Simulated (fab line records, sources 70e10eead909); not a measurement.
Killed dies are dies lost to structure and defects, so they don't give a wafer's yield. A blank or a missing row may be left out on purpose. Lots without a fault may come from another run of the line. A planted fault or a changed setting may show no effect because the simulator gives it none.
fab line records | flow nand_harc
record lots=24 wafers=72 last_day=33
route steps=1302 shown A_STAIRCASE@872 A_SGD_CUT@903 A_SLIT@924
lots that met no fault: from a run of the same line without faults
start_h: hours from the record's first day to the start of the lot's first wafer shown | wait_h: hours since the lot's step before | " the same as in the row above | L1.1+2: a row that stands for several wafers | - no value, or no start given | * or withheld: withheld | < > ~ a bound
route shown NAME@n: a module of which the file shows steps, and the number in the route of the first | usual: mean/standard deviation of fault-free wafers | same: alike in all rows | chamber/n: place in a boat | sites: the reading at each site | _std_site: their standard deviation | _edge_site: outer sites' mean less inner sites' | radius_mm: how far each site lies from the wafer's centre | mask NAME#n: copy n | behind: the tool/chamber that last shaped the wafer | hold: why the lot was held/for how many hours/how that ended | device: the transistor (n, p or np) that didn't switch | end of line: the same wafers' tests at the end of the route | a step without rows: its recipe alone | killed: dies lost to structure and defects at the first sort, not the wafer's yield | map: a wafer's dies, x killed, . not, _ none there
set.NAME: the setting as run; set.NAME@STEP: as run at that earlier step | model.NAME: the simulator's own value behind a step, which no gauge read
steps of the route over a sample of lots; a table a step, a row a wafer
services: from which hour (start_h, from the record's first day; less than 0 if before it) a tool's chamber was out of use, for how many hours, and why
## steps
# step NHARC_A_STAIRCASE_STRIP_446
# recipe power_w=1500 temp_c=250 chemistry=O2
# usual drypump_motor_current_A=5.49/0.19 heater_power_w=350/40 rf_refl_power_W=15/6.2
# columns lot.wafer tool chamber start_h wait_h drypump_motor_current_A heater_power_w rf_hours_counter_h rf_refl_power_W
L076.3 plasma_asher-02 0 440.68 0.1 5.44 359 - 11
L076.4 " 1 " " 5.31 412 - 10
L076.6 " 1 " " 5.29 402 - 10
L075.1 plasma_asher-02 0 440.86 0.1 5.44 365 2 11
L075.4 " 0 " " 5.43 354 - 11
L075.5 " 1 " " 5.33 410 - 10
L074.1 plasma_asher-02 1 441.15 0.3 5.30 395 2 10
L074.5 " 1 " " 5.26 386 - 10
L074.6 " 0 " " 5.42 352 - 12
L078.1 plasma_asher-02 0 493.22 0.1 5.44 354 12 12
L078.3 " 1 " " 5.27 401 - 10
L078.6 " 1 " " 5.29 395 - 10
L079.4 plasma_asher-01 0 496.11 0.1 5.68 330 - 18
L079.3 " 1 " " 5.77 281 - 25
L079.5 " 1 " " 5.78 281 - 26
L077.4 plasma_asher-01 0 498.98 0.2 5.68 334 - -
L077.6 " 1 " " 5.75 291 - -
L077.5 " 0 " " 5.68 335 - -
L081.1 plasma_asher-01 1 500.00 0.0 5.78 279 28 26
L081.4 " 1 " " 5.75 282 - 26
L081.6 " 1 " " 5.77 279 - 26
L080.4 plasma_asher-01 0 502.98 0.1 5.67 339 - 19
L080.3 " 1 " " 5.77 285 - 27
L080.5 " 0 " " 5.67 328 - 19
L082.1 plasma_asher-01 1 516.65 0.0 5.74 278 33 26
L082.3 " 0 " " 5.68 339 - 19
L082.5 " 0 " " 5.67 339 - 19
L083.2 plasma_asher-02 1 533.69 0.5 5.28 391 23 10
L083.1 " 0 " " 5.44 354 23 12
L083.6 " 0 " " 5.41 357 - 11
L084.1 plasma_asher-02 1 543.87 0.0 5.26 393 25 10
L084.5 " 1 " " 5.30 402 - 10
L084.6 " 0 " " 5.38 354 - 11
L085.3 plasma_asher-02 1 557.35 0.2 5.31 391 - 10
L085.6 " 0 " " 5.42 365 - 12
L085.5 " 1 " " 5.30 398 - 10
L087.1 plasma_asher-02 1 576.21 0.0 5.29 399 30 -
L087.6 " 1 " " 5.27 393 - -
L087.5 " 0 " " 5.37 354 - -
L089.2 plasma_asher-02 0 576.55 0.0 5.41 357 30 11
L089.3 " 1 " " 5.29 401 - 10
L089.5 " 0 " " 5.43 360 - 11
L088.1 plasma_asher-01 0 576.60 0.1 5.66 320 6 18
L088.3 " 0 " " 5.66 306 - 18
L088.6 " 0 " " 5.67 310 - 19
L086.2 plasma_asher-02 0 580.27 0.1 5.38 352 31 12
L086.4 " 1 " " 5.31 397 - 10
L086.6 " 1 " " 5.28 390 - 10
L090.2 plasma_asher-02 1 583.21 0.1 5.30 392 32 10
L090.4 " 0 " " 5.40 347 - 11
L090.3 " 1 " " 5.32 395 - 10
L092.1 plasma_asher-02 0 599.40 0.0 5.39 356 35 -
L092.2 " 1 " " 5.27 404 35 -
L092.5 " 0 " " 5.39 359 - -
L091.2 plasma_asher-01 1 606.41 0.0 5.79 284 12 25
L091.5 " 1 " " 5.79 295 - 25
L091.6 " 0 " " 5.68 313 - 19
L094.3 plasma_asher-01 0 622.44 0.1 5.67 324 - 19
L094.4 " 1 " " 5.76 295 - 26
L094.6 " 1 " " 5.74 298 - 26
L093.2 plasma_asher-02 0 622.56 0.1 5.38 360 3 11
L093.4 " 0 " " 5.37 362 - 12
L093.5 " 0 " " 5.38 372 - 12
L095.3 plasma_asher-02 1 653.79 0.1 5.29 383 - 10
L095.5 " 1 " " 5.29 377 - 10
L095.6 " 0 " " 5.42 367 - 12
L096.1 plasma_asher-01 1 653.97 0.1 5.80 294 25 25
L096.2 " 0 " " 5.67 304 25 18
L096.5 " 0 " " 5.67 308 - 19
L097.3 plasma_asher-02 0 669.90 0.1 5.43 370 - -
L097.4 " 1 " " 5.29 399 - -
L097.5 " 1 " " 5.28 375 - -
# step NHARC_A_STAIRCASE_CMP_152
# usual motor_current_A=12.2/0.87 pad_life_wafers=162/100
# columns lot.wafer tool chamber start_h wait_h motor_current_A pad_life_wafers
L076.4 cmp-03 0 441.45 0.1 11.6 300
L076.3 " 2 " " 12.2 302
L076.6 " 0 " " 11.3 -
L075.1 cmp-04 1 441.75 0.1 12.7 139
L075.4 " 3 " " 12.3 141
L075.5 " 0 " " 12.4 -
L074.1 cmp-01 1 442.03 0.1 12.5 175
L074.5 " 0 " " 11.0 -
L074.6 " 1 " " 12.5 -
L078.3 cmp-03 2 494.08 0.1 12.2 146
L078.1 " 3 " " 11.9 147
L078.6 " 0 " " 12.0 -
L079.4 cmp-01 1 496.89 0.1 12.4 18
L079.3 " 2 " " 13.1 19
L079.5 " 2 " " 12.6 -
L077.4 cmp-04 3 499.74 0.1 11.6 369
L077.6 " 0 " " 12.4 -
L077.5 " 1 " " 12.1 -
L081.1 cmp-03 2 500.87 0.1 11.9 180
L081.4 " 0 " " 11.7 182
L081.6 " 3 " " 12.4 -
L080.3 cmp-01 1 503.87 0.1 12.3 62
L080.4 " 2 " " 12.6 63
L080.5 " 0 " " 10.9 -
L082.3 cmp-01 0 517.63 0.1 10.5 126
L082.1 " 2 " " 12.2 128
L082.5 " 0 " " 11.0 -
L083.1 cmp-04 2 534.56 0.1 14.3 120
L083.2 " 3 " " 11.5 121
L083.6 " 3 " " 11.7 -
L084.1 cmp-04 0 544.76 0.1 11.8 169
L084.6 " 3 " " 12.2 -
L084.5 " 0 " " 12.3 -
L085.3 cmp-04 0 558.10 0.1 12.0 217
L085.6 " 3 " " 11.4 -
L085.5 " 0 " " 12.2 -
L087.1 cmp-03 1 577.12 0.1 10.8 51
L087.6 " 2 " " 11.8 -
L087.5 " 3 " " 12.1 -
L089.2 cmp-01 0 577.43 0.1 10.8 336
L089.3 " 2 " " 13.3 338
L089.5 " 0 " " 11.1 -
L088.1 cmp-04 3 577.44 0.1 11.9 277
L088.3 " 0 " " 11.4 278
L088.6 " 3 " " 12.1 -
L086.2 cmp-04 1 581.10 0.1 13.7 301
L086.4 " 2 " " 14.1 302
L086.6 " 1 " " 14.0 -
L090.3 cmp-03 0 584.04 0.1 12.2 84
L090.2 " 1 " " 11.4 85
L090.4 " 2 " " 12.2 86
L092.1 cmp-01 2 600.29 0.1 12.8 61
L092.2 " 3 " " 11.6 62
L092.5 " 2 " " 12.8 -
L091.2 cmp-04 2 607.31 0.1 13.3 14
L091.6 " 0 " " 11.9 -
L091.5 " 1 " " 13.2 -
L094.4 cmp-01 2 623.23 0.1 12.4 162
L094.3 " 0 " " 11.1 164
L094.6 " 3 " " 11.3 -
L093.2 cmp-04 0 623.40 0.1 12.0 85
L093.4 " 2 " " 14.3 87
L093.5 " 0 " " 11.7 -
L095.3 cmp-04 0 654.59 0.1 11.9 187
L095.5 " 3 " " 11.8 -
L095.6 " 0 " " 11.9 -
L096.1 cmp-01 2 654.85 0.1 12.6 276
L096.2 " 0 " " 11.8 278
L096.5 " 2 " " 12.4 -
L097.3 cmp-03 2 670.68 0.1 12.1 18
L097.4 " 3 " " 12.4 19
L097.5 " 3 " " 12.0 -
# step NHARC_A_STAIRCASE_ETCHBACK_157
# recipe target_depth_a=900 over_etch_frac=0.3 time_s=167.14 ion_energy_ev=120 ch3f_flow_sccm=50 o2_flow_sccm=30 ar_flow_sccm=200 rf_w=500 bias_w=100 chemistry=CH3F/O2
# usual ch3f_flow_sccm=49.98/0.15 drypump_motor_current_A=5.8/0.36 oes_product_au=0.97/0.033 rf_vpp_V=244.0/1.9 showerhead_plenum_p_Torr=2.44/0.11 throttle_valve_pct=20.663/0.0087
# columns lot.wafer tool chamber start_h wait_h ch3f_flow_sccm drypump_motor_current_A oes_product_au rf_hours_counter_h rf_vpp_V showerhead_plenum_p_Torr throttle_valve_pct
L076.3 rie_diel-13 0 442.32 0.2 50.07 5.9 0.95 17 244.7 2.53 20.671
L076.4 " 1 " " 50.14 5.6 0.97 25 245.8 2.54 20.658
L076.6 " 1 " " 50.05 5.5 0.96 - 246.4 2.54 20.661
L075.1 rie_diel-13 2 442.70 0.3 49.90 6.0 0.99 27 246.3 2.60 20.660
L075.4 " 1 " " 49.92 5.6 0.99 25 246.0 2.54 20.667
L075.5 " 3 " " 49.94 5.1 0.98 - 244.8 2.32 20.652
L074.1 rie_diel-13 1 442.86 0.2 50.02 5.6 1.01 25 245.4 2.54 20.672
L074.5 " 0 " " 50.19 5.9 0.99 - 246.1 2.53 20.670
L074.6 " 1 " " 49.78 5.6 1.01 - 245.9 2.54 20.665
L078.3 rie_diel-01 2 494.87 0.2 49.93 5.9 0.96 28 243.5 2.40 20.662
L078.1 " 1 " " 49.74 5.6 0.96 33 244.5 2.53 20.647
L078.6 " 2 " " 49.74 5.9 0.96 - 244.8 2.40 20.667
L079.3 rie_diel-01 3 497.80 0.2 49.76 6.3 0.97 32 243.2 2.31 20.660
L079.4 " 0 " " 50.11 5.9 0.97 37 244.6 2.48 20.666
L079.5 " 2 " " 49.98 5.9 0.97 - 243.9 2.40 20.663
L077.4 rie_diel-01 1 500.69 0.2 49.80 5.7 0.93 36 245.5 2.53 20.671
L077.6 " 3 " " 49.84 6.4 0.92 - 243.0 2.31 20.671
L077.5 " 0 " " 50.19 5.9 0.92 - 245.5 2.48 20.655
L081.1 rie_diel-13 3 501.72 0.1 49.98 5.1 0.92 50 241.6 2.32 20.658
L081.4 " 2 " " 50.12 6.1 0.92 45 246.3 2.60 20.649
L081.6 " 3 " " 49.89 5.1 0.92 - 242.2 2.32 20.673
L080.3 rie_diel-03 2 504.73 0.2 49.86 6.2 1.00 11 241.9 2.32 20.664
L080.4 " 3 " " 49.84 5.4 1.02 13 242.4 2.34 20.662
L080.5 " 1 " " 49.88 5.7 1.01 - 244.5 2.47 20.654
L082.3 rie_diel-03 3 518.60 0.2 49.89 5.4 1.00 19 241.6 2.34 20.670
L082.1 " 0 " " 50.06 6.2 0.99 20 247.1 2.65 20.680
L082.5 " 2 " " 50.35 6.2 0.98 - 242.4 2.32 20.666
L083.1 rie_diel-01 2 535.38 0.2 50.38 5.9 0.92 44 244.3 2.40 20.669
L083.2 " 0 " " 49.75 6.0 0.92 52 244.0 2.47 20.646
L083.6 " 3 " " 49.97 6.3 0.91 - 241.5 2.30 20.673
L084.1 rie_diel-13 2 545.68 0.2 49.99 6.1 1.00 6 247.2 2.59 20.675
L084.6 " 3 " " 50.20 5.1 0.99 - 241.3 2.31 20.678
L084.5 " 0 " " 50.02 5.9 0.99 - 245.0 2.51 20.660
L085.3 rie_diel-03 1 559.41 0.2 49.99 5.7 1.00 38 243.7 2.46 20.662
L085.6 " 2 " " 49.74 6.2 0.99 - 240.3 2.31 20.661
L085.5 " 3 " " 49.89 5.4 1.01 - 241.8 2.33 20.668
L087.1 rie_diel-03 0 577.97 0.2 49.62 6.1 0.95 41 246.2 2.64 20.660
L087.5 " 0 " " 49.99 6.2 0.96 - 246.3 2.64 20.671
L087.6 " 1 " " 49.76 5.7 0.97 - 245.2 2.46 20.665
L088.1 rie_diel-03 0 578.26 0.2 50.10 6.1 0.99 41 247.2 2.64 20.670
L088.3 " 3 " " 49.78 5.4 1.00 42 242.4 2.33 20.660
L088.6 " 1 " " 50.21 5.7 1.01 - 243.8 2.46 20.678
L089.3 rie_diel-03 3 578.46 0.2 50.16 5.4 1.01 42 241.4 2.33 20.660
L089.2 " 1 " " 50.19 5.7 1.01 42 245.2 2.46 20.658
L089.5 " 3 " " 50.11 5.4 1.01 - 242.5 2.33 20.664
L086.4 rie_diel-13 0 581.93 0.2 49.95 5.9 0.99 19 244.9 2.50 20.673
L086.2 " 3 " " 49.93 5.1 0.99 19 241.3 2.31 20.661
L086.6 " 1 " " 50.28 5.5 0.99 - 244.9 2.52 20.664
L090.2 rie_diel-03 3 584.85 0.2 49.75 5.4 1.01 44 242.4 2.33 20.652
L090.4 " 0 " " 49.79 6.1 1.00 44 246.7 2.64 20.658
L090.3 " 1 " " 49.95 5.7 1.00 46 244.3 2.46 20.676
L092.1 rie_diel-01 1 601.13 0.2 49.68 5.7 1.02 11 244.7 2.52 20.658
L092.2 " 2 " " 50.17 5.9 1.00 6 243.4 2.39 20.666
L092.5 " 0 " " 49.84 5.9 1.00 - 242.9 2.47 20.664
L091.2 rie_diel-01 3 608.16 0.2 50.20 6.3 0.99 17 243.1 2.29 20.662
L091.5 " 0 " " 49.71 5.9 0.97 - 245.6 2.46 20.669
L091.6 " 1 " " 50.08 5.7 1.01 - 244.6 2.51 20.639
L094.3 rie_diel-03 0 624.08 0.2 49.93 6.1 0.93 54 246.8 2.64 20.676
L094.4 " 2 " " 50.13 6.2 0.92 54 241.2 2.30 20.654
L094.6 " 0 " " 50.01 6.2 0.92 - 248.2 2.64 20.655
L093.4 rie_diel-13 3 624.20 0.2 49.97 5.1 0.91 30 242.9 2.30 20.669
L093.2 " 2 " " 50.15 6.0 0.93 32 246.4 2.58 20.661
L093.5 " 0 " " 49.73 5.9 0.94 - 243.1 2.50 20.662
L095.3 rie_diel-13 2 655.40 0.2 49.96 6.1 0.91 44 246.0 2.57 20.679
L095.5 " 2 " " 50.07 6.0 0.92 - 245.7 2.57 20.659
L095.6 " 3 " " 50.01 5.1 0.92 - 241.1 2.30 20.669
L096.2 rie_diel-01 2 655.69 0.2 49.89 6.0 0.97 28 243.0 2.39 20.643
L096.1 " 3 " " 50.22 6.3 0.97 33 241.3 2.29 20.651
L096.5 " 2 " " 50.07 5.9 0.97 - 243.1 2.39 20.654
L097.3 rie_diel-13 2 671.56 0.2 49.89 6.1 0.94 48 246.7 2.57 20.661
L097.4 " 3 " " 50.23 5.1 0.93 45 242.9 2.30 20.667
L097.5 " 0 " " 49.99 5.9 0.94 - 244.7 2.49 20.661
# step NHARC_A_SGD_CUT_INSPECT_11
# usual raw_defect_count=55/32
# columns lot.wafer tool chamber start_h wait_h raw_defect_count
L076.3 defect_inspect-02 - 444.21 0.0 85
L076.4 " - " " 67
L076.6 " - " " 60
L075.1 defect_inspect-02 - 444.63 0.0 67
L075.4 " - " " 62
L075.5 " - " " 56
L074.1 defect_inspect-02 - 444.78 0.0 12
L074.5 " - " " 21
L074.6 " - " " 21
L078.1 defect_inspect-02 - 496.57 0.0 117
L078.3 " - " " 90
L078.6 " - " " 92
L079.3 defect_inspect-02 - 499.53 0.0 47
L079.4 " - " " 60
L079.5 " - " " 69
L077.4 defect_inspect-02 - 502.47 0.0 23
L077.5 " - " " 13
L077.6 " - " " 24
L081.1 defect_inspect-02 - 504.23 0.0 22
L081.4 " - " " 20
L081.6 " - " " 19
L080.3 defect_inspect-02 - 506.54 0.0 119
L080.4 " - " " 105
L080.5 " - " " 124
L082.1 defect_inspect-02 - 520.49 0.0 110
L082.3 " - " " 119
L082.5 " - " " 106
L083.1 defect_inspect-02 - 537.07 0.0 65
L083.2 " - " " 61
L083.6 " - " " 87
L084.1 defect_inspect-02 - 547.30 0.0 51
L084.5 " - " " 41
L084.6 " - " " 45
L085.3 defect_inspect-01 - 561.17 0.0 43
L085.5 " - " " 31
L085.6 " - " " 40
L087.1 defect_inspect-02 - 579.81 0.0 74
L087.5 " - " " 60
L087.6 " - " " 73
L088.1 defect_inspect-02 - 580.18 0.0 60
L088.3 " - " " 71
L088.6 " - " " 65
L089.2 defect_inspect-01 - 580.34 0.0 41
L089.3 " - " " 23
L089.5 " - " " 34
L086.2 defect_inspect-01 - 583.75 0.0 61
L086.4 " - " " 92
L086.6 " - " " 67
L090.2 defect_inspect-01 - 586.66 0.0 49
L090.3 " - " " 45
L090.4 " - " " 53
L092.1 defect_inspect-02 - 602.90 0.0 20
L092.2 " - " " 20
L092.5 " - " " 17
L091.2 defect_inspect-02 - 609.79 0.0 97
L091.5 " - " " 83
L091.6 " - " " 97
L094.3 defect_inspect-01 - 625.75 0.0 82
L094.4 " - " " 75
L094.6 " - " " 87
L093.2 defect_inspect-01 - 626.01 0.0 25
L093.4 " - " " 24
L093.5 " - " " 23
L095.3 defect_inspect-02 - 657.22 0.0 56
L095.5 " - " " 59
L095.6 " - " " 54
L096.1 defect_inspect-02 - 657.51 0.0 12
L096.2 " - " " 10
L096.5 " - " " 10
L097.3 defect_inspect-02 - 673.35 0.0 9
L097.4 " - " " 9
L097.5 " - " " 10
# step NHARC_A_SLIT_DEP_23
# recipe target_thk_a=1000 target_thk_nm=100 temp_c=400 pressure_torr=3.5 flow_sccm=200 rf_w=350 material=SiON
# usual heater_power_w=746/69 showerhead_vpp_V=1140/52 susceptor_temp_C=399.95/0.23
# columns lot.wafer tool chamber start_h wait_h heater_power_w showerhead_vpp_V susceptor_temp_C
L076.3 pecvd-02 2 455.80 1.9 776 1158 399.80
L076.6 " 0 " " 693 1106 399.99
L076.4 " 1 " " 775 1120 400.15
L075.1 pecvd-01 2 457.36 3.2 885 1156 399.91
L075.4 " 2 " " 864 1161 399.91
L075.5 " 0 " " 631 1091 400.13
L074.1 pecvd-03 1 459.59 3.2 743 1205 400.18
L074.6 " 2 " " 704 1196 399.72
L074.5 " 0 " " 736 1137 399.93
L078.3 pecvd-03 2 507.47 1.9 683 1211 399.81
L078.1 " 0 " " 790 1162 400.17
L078.6 " 1 " " 706 1197 400.22
L079.3 pecvd-02 1 509.28 2.0 722 1125 399.88
L079.5 " 2 " " 823 1151 400.06
L079.4 " 1 " " 733 1119 399.73
L081.1 pecvd-01 2 513.73 3.1 837 1148 399.89
L081.4 " 0 " " 659 1102 399.72
L081.6 " 1 " " 842 1046 400.67
L077.4 pecvd-02 0 513.84 1.3 816 1079 400.17
L077.6 " 1 " " 725 1127 400.38
L077.5 " 2 " " 840 1138 400.15
L080.3 pecvd-01 1 519.83 1.9 841 1054 400.08
L080.5 " 0 " " 586 1083 399.92
L080.4 " 1 " " 869 1043 399.85
L082.3 pecvd-01 1 532.60 1.9 754 1035 399.75
L082.1 " 0 " " 692 1072 399.75
L082.5 " 2 " " 865 1155 399.64
L083.1 pecvd-01 0 549.18 3.2 638 1101 399.87
L083.2 " 1 " " 884 1047 399.95
L083.6 " 2 " " 790 1146 399.90
L084.1 pecvd-03 0 565.75 3.2 665 1169 399.94
L084.5 " 1 " " 743 1225 399.93
L084.6 " 0 " " 683 1158 400.06
L085.3 pecvd-03 1 577.89 1.9 690 1224 400.37
L085.6 " 0 " " 727 1147 400.13
L085.5 " 1 " " 699 1209 399.87
L087.1 pecvd-03 0 591.36 3.4 672 1151 400.24
L087.6 " 1 " " 731 1207 400.03
L087.5 " 0 " " 665 1154 399.94
L089.2 pecvd-01 0 591.42 2.7 640 1094 400.13
L089.3 " 2 " " 818 1165 399.93
L089.5 " 1 " " 798 1071 399.88
L088.3 pecvd-03 2 592.08 2.0 641 1206 399.91
L088.1 " 0 " " 645 1146 399.85
L088.6 " 1 " " 726 1214 399.69
L090.2 pecvd-01 0 595.03 2.6 705 1080 400.14
L090.3 " 1 " " 828 1039 400.02
L090.4 " 2 " " 821 1144 399.66
L086.2 pecvd-03 2 595.83 2.6 704 1218 399.74
L086.6 " 2 " " 721 1191 399.77
L086.4 " 0 " " 712 1133 399.82
L092.1 pecvd-02 1 619.31 3.1 774 1125 400.05
L092.2 " 2 " " 801 1142 399.77
L092.5 " 0 " " 740 1100 400.08
L091.2 pecvd-02 0 626.09 2.5 722 1091 399.89
L091.5 " 1 " " 680 1112 399.95
L091.6 " 2 " " 821 1135 400.12
L094.3 pecvd-03 0 637.07 2.0 711 1157 400.00
L094.6 " 0 " " 714 1145 399.73
L094.4 " 1 " " 732 1222 400.12
L093.2 pecvd-01 2 638.20 2.6 839 1151 399.84
L093.4 " 0 " " 615 1080 400.04
L093.5 " 2 " " 854 1164 400.14
L095.3 pecvd-03 1 669.19 1.9 745 1217 400.11
L095.5 " 1 " " 749 1217 399.94
L095.6 " 0 " " 710 1142 399.69
L096.2 pecvd-03 2 671.69 2.6 746 1187 400.27
L096.1 " 0 " " 679 1142 399.94
L096.5 " 1 " " 654 1206 400.31
L097.3 pecvd-02 0 685.84 2.0 811 1092 399.57
L097.4 " 2 " " 765 1147 400.19
L097.5 " 2 " " 774 1134 399.96
# step NHARC_A_SLIT_STRIP_18
# recipe o2_flow_sccm=500 ar_flow_sccm=0 bias_w=0 chemistry=O2
# usual drypump_motor_current_A=5.5/0.41 oes_product_au=1.001/0.0099 rf_vpp_V=57.7/0.93 showerhead_plenum_p_Torr=3.48/0.13 throttle_valve_pct=17.037/0.0087
# columns lot.wafer tool chamber start_h wait_h drypump_motor_current_A oes_product_au rf_hours_counter_h rf_vpp_V showerhead_plenum_p_Torr throttle_valve_pct
L076.4 rie_diel-02 3 - - 5.3 1.006 4.2 58.8 3.66 17.041
L076.3 " 0 " " 5.3 1.005 4.8 59.4 3.67 17.038
L076.6 " 0 " " 5.3 1.009 - 58.4 3.67 17.048
L075.1 rie_diel-12 3 - - 6.1 1.010 1.2 59.0 3.63 17.049
L075.5 " 3 " " 6.1 1.001 - 58.0 3.63 17.041
L075.4 " 0 " " 5.7 1.005 - 57.6 3.42 17.030
L074.1 rie_diel-08 3 - - 6.1 1.022 5.3 58.0 3.57 17.028
L074.6 " 2 " " 5.5 1.007 - 57.2 3.30 17.046
L074.5 " 3 " " 6.0 1.025 - 58.2 3.57 17.030
L078.3 rie_diel-02 1 - - 5.7 0.994 6.4 57.6 3.57 17.048
L078.1 " 3 " " 5.3 1.008 6.2 58.3 3.66 17.028
L078.6 " 0 " " 5.3 0.997 - 58.5 3.67 17.039
L079.3 rie_diel-08 0 - - 5.9 0.993 8.2 57.6 3.35 17.042
L079.4 " 2 " " 5.4 1.007 8.3 57.2 3.30 17.031
L079.5 " 3 " " 6.1 0.999 - 57.8 3.57 17.041
L081.4 rie_diel-08 1 - - 4.9 0.989 7.7 56.3 3.37 17.032
L081.1 " 2 " " 5.5 0.994 8.4 56.7 3.30 17.040
L081.6 " 1 " " 4.9 0.985 - 57.2 3.37 17.024
L077.4 rie_diel-08 1 - - 4.9 0.997 7.8 57.9 3.37 17.040
L077.6 " 2 " " 5.4 1.004 - 56.8 3.30 17.035
L077.5 " 3 " " 6.1 1.019 - 58.3 3.57 17.043
L080.3 rie_diel-12 3 - - 6.1 1.017 2.5 57.1 3.63 17.029
L080.5 " 3 " " 6.1 1.021 - 56.1 3.63 17.047
L080.4 " 0 " " 5.8 1.022 - 58.3 3.42 17.039
L082.3 rie_diel-08 2 - - 5.4 0.989 9.2 58.7 3.30 17.029
L082.1 " 0 " " 5.9 0.986 9.3 56.9 3.35 17.028
L082.5 " 2 " " 5.4 0.986 - 56.5 3.30 17.032
L083.1 rie_diel-12 1 - - 5.2 0.996 3.9 57.5 3.37 17.027
L083.2 " 2 " " 5.2 1.012 4.5 57.8 3.53 17.047
L083.6 " 3 " " 6.1 1.011 - 59.3 3.63 17.037
L084.1 rie_diel-08 2 - - 5.4 0.995 1.3 55.8 3.30 17.029
L084.5 " 0 " " 5.9 1.004 - 57.1 3.34 17.036
L084.6 " 3 " " 6.1 0.988 - 58.7 3.57 17.044
L085.3 rie_diel-02 0 - - 5.3 1.001 0.1 59.0 3.67 17.041
L085.6 " 3 " " 5.3 1.006 - 57.5 3.66 17.039
L085.5 " 0 " " 5.2 1.015 - 57.2 3.67 17.040
L087.1 rie_diel-02 3 - - 5.3 1.012 2.7 57.4 3.66 17.035
L087.6 " 1 " " 5.7 1.001 - 58.0 3.57 17.048
L087.5 " 2 " " 4.9 1.010 - 59.7 3.66 17.048
L089.2 rie_diel-02 1 - - 5.7 0.992 2.3 55.7 3.57 17.043
L089.3 " 3 " " 5.2 0.994 2.8 56.4 3.66 17.046
L089.5 " 2 " " 4.9 1.012 - 59.2 3.66 17.049
L088.3 rie_diel-08 1 - - 4.9 0.985 4.9 56.4 3.37 17.027
L088.1 " 2 " " 5.4 1.003 5.1 56.6 3.29 17.027
L088.6 " 1 " " 4.9 0.981 - 57.4 3.37 17.042
L090.3 rie_diel-12 2 - - 5.2 0.989 6.5 58.8 3.53 17.042
L090.4 " 0 " " 5.7 1.001 6.4 57.6 3.42 17.044
L090.2 " 1 " " 5.2 0.996 6.1 56.5 3.37 17.048
L086.4 rie_diel-12 0 - - 5.7 1.020 6.5 57.6 3.42 17.035
L086.2 " 1 " " 5.2 0.998 6.1 56.9 3.37 17.046
L086.6 " 0 " " 5.7 1.019 - 57.0 3.41 17.038
L092.2 rie_diel-08 0 - - 5.9 0.997 5.7 57.7 3.34 17.045
L092.1 " 1 " " 4.9 0.998 6.1 55.5 3.37 17.047
L092.5 " 0 " " 5.9 1.003 - 58.6 3.34 17.025
L091.2 rie_diel-12 3 - - 6.1 1.012 0.4 58.8 3.62 17.036
L091.5 " 3 " " 6.1 1.004 - 57.3 3.62 17.040
L091.6 " 0 " " 5.7 0.997 - 58.4 3.41 17.054
L094.3 rie_diel-08 1 - - 4.9 0.993 6.6 57.6 3.37 17.042
L094.4 " 3 " " 6.1 0.998 6.5 57.5 3.57 17.029
L094.6 " 1 " " 4.9 0.996 - 57.2 3.37 17.030
L093.4 rie_diel-12 1 - - 5.2 0.982 0.9 58.4 3.37 17.042
L093.2 " 2 " " 5.2 0.998 0.9 58.1 3.53 17.035
L093.5 " 3 " " 6.0 1.005 - 57.7 3.62 17.031
L096.2 rie_diel-08 1 - - 4.9 0.998 9.1 57.9 3.36 17.068
L096.1 " 3 " " 6.1 0.995 9.0 57.8 3.57 17.036
L096.5 " 2 " " 5.4 1.003 - 58.0 3.29 17.030
L095.3 rie_diel-12 1 - - 5.2 0.993 2.5 56.6 3.37 17.053
L095.5 " 1 " " 5.2 0.984 - 57.5 3.36 17.034
L095.6 " 2 " " 5.2 1.008 - 58.4 3.53 17.022
L097.3 rie_diel-12 1 - - 5.2 0.997 2.8 57.1 3.37 17.045
L097.4 " 2 " " 5.2 1.013 2.8 57.4 3.53 17.038
L097.5 " 1 " " 5.2 0.991 - 58.6 3.36 17.025
## services
# columns tool chamber start_h hours kind
plasma_asher-02 - 426.00 9.0 pm
rie_diel-08 1 429.15 2.2 repair
rie_diel-08 1 444.04 7.5 repair
rie_diel-12 - 445.40 9.0 pm
rie_diel-12 1 459.06 7.6 repair
cmp-04 - 472.66 1.1 repair
rie_diel-13 1 485.28 3.4 repair
cmp-04 - 503.11 4.0 pm
rie_diel-12 3 513.77 10.1 repair
rie_diel-13 3 517.00 2.9 repair
rie_diel-13 2 518.14 4.1 repair
rie_diel-13 - 520.08 9.0 pm
rie_diel-08 - 544.80 9.0 pm
pecvd-03 - 547.24 13.0 pm
rie_diel-08 1 567.26 8.4 repair
plasma_asher-02 - 571.58 0.4 repair
cmp-04 - 594.84 2.8 repair
cmp-04 - 601.11 4.0 pm
plasma_asher-02 - 603.05 9.0 pm
rie_diel-08 2 612.46 20.7 repair
cmp-04 - 636.78 1.1 repair
cmp-04 - 639.71 2.0 repair
cmp-04 - 647.67 0.6 repair
pecvd-03 - 651.34 0.7 repair
## key
fault none
